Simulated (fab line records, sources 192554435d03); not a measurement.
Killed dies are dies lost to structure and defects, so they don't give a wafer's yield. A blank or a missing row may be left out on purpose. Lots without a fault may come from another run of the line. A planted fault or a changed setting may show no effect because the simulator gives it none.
Chamber matching | flow n5_finfet | N5_ZERO_LAYER_DESCUM_16 on rie_diel-06: 4 sister chambers
The step chemistry O2, time 7.9 s. 20 wafers are shown with their chamber, then 10 later ones without.

WAFERS WITH THEIR CHAMBER
wafer  | chamber | drypump_motor_current_A (A) | showerhead_plenum_p_Torr (Torr) | throttle_valve_pct (%)
L074.3 | 0       | 5.2                         | 2.04                            | 20.13
L074.4 | 2       | 6.0                         | 2.08                            | 20.41
L074.6 | 2       | 6.0                         | 2.07                            | 20.41
L083.1 | 3       | 6.2                         | 2.13                            | 20.21
L083.4 | 0       | 5.2                         | 2.03                            | 20.13
L083.6 | 3       | 6.2                         | 2.13                            | 20.19
L085.1 | 3       | 6.2                         | 2.13                            | 20.21
L085.2 | 0       | 5.2                         | 2.03                            | 20.11
L085.3 | 1       | 5.7                         | 2.09                            | 20.55
L088.1 | 3       | 6.2                         | 2.13                            | 20.21
L088.4 | 2       | 6.1                         | 2.07                            | 20.46
L088.5 | 3       | 6.2                         | 2.13                            | 20.21
L092.1 | 3       | 6.2                         | 2.13                            | 20.24
L092.2 | 0       | 5.2                         | 2.03                            | 20.14
L092.3 | 1       | 5.7                         | 2.09                            | 20.58
L093.1 | 3       | 6.2                         | 2.13                            | 20.21
L093.2 | 1       | 5.7                         | 2.09                            | 20.57
L093.3 | 0       | 5.2                         | 2.03                            | 20.13
L093.4 | 2       | 6.0                         | 2.07                            | 20.45
L093.5 | 1       | 5.7                         | 2.09                            | 20.58

SIGNATURES (means of the wafers above)
reading                  | chamber 0 | chamber 1 | chamber 2 | chamber 3 | scatter within a chamber
drypump_motor_current_A  | 5.200     | 5.700     | 6.025     | 6.200     | 0.0217
showerhead_plenum_p_Torr | 2.0320    | 2.0900    | 2.0725    | 2.1300    | 0.00311
throttle_valve_pct       | 20.1280   | 20.5700   | 20.4325   | 20.2114   | 0.0167
Rule: a wafer's distance from a chamber is the root of the sum, over the readings, of the square of ((its reading less the chamber's mean) divided by the reading's scatter). The wafer belongs to the nearest chamber; if the next one is less than 2 further off, it can't be placed. The scatter: the root of (the sum of the squares of (reading less its chamber's mean) over the shown wafers, divided by (wafers less chambers)).

WAFERS WITHOUT THEIR CHAMBER
wafer  | drypump_motor_current_A (A) | showerhead_plenum_p_Torr (Torr) | throttle_valve_pct (%)
L093.6 | 5.2                         | 2.03                            | 20.14
L095.2 | 5.7                         | 2.08                            | 20.57
L095.5 | 5.7                         | 2.08                            | 20.58
L095.6 | 6.0                         | 2.06                            | 20.47
L097.1 | 5.7                         | 2.08                            | 20.58
L097.2 | 5.2                         | 2.02                            | 20.16
L097.3 | 6.2                         | 2.13                            | 20.23
L097.4 | 6.0                         | 2.06                            | 20.48
L097.5 | 6.1                         | 2.06                            | 20.47
L097.6 | 5.7                         | 2.08                            | 20.59

WHICH CHAMBER EACH WENT THROUGH
wafer  | from the rows above | in truth
L093.6 | 0                   | 0
L095.2 | 1                   | 1
L095.5 | 1                   | 1
L095.6 | 2                   | 2
L097.1 | 1                   | 1
L097.2 | 0                   | 0
L097.3 | 3                   | 3
L097.4 | 2                   | 2
L097.5 | 2                   | 2
L097.6 | 1                   | 1
Placed correctly: 10 of 10. Can't be placed from these rows: 0. Placed wrongly: 0.
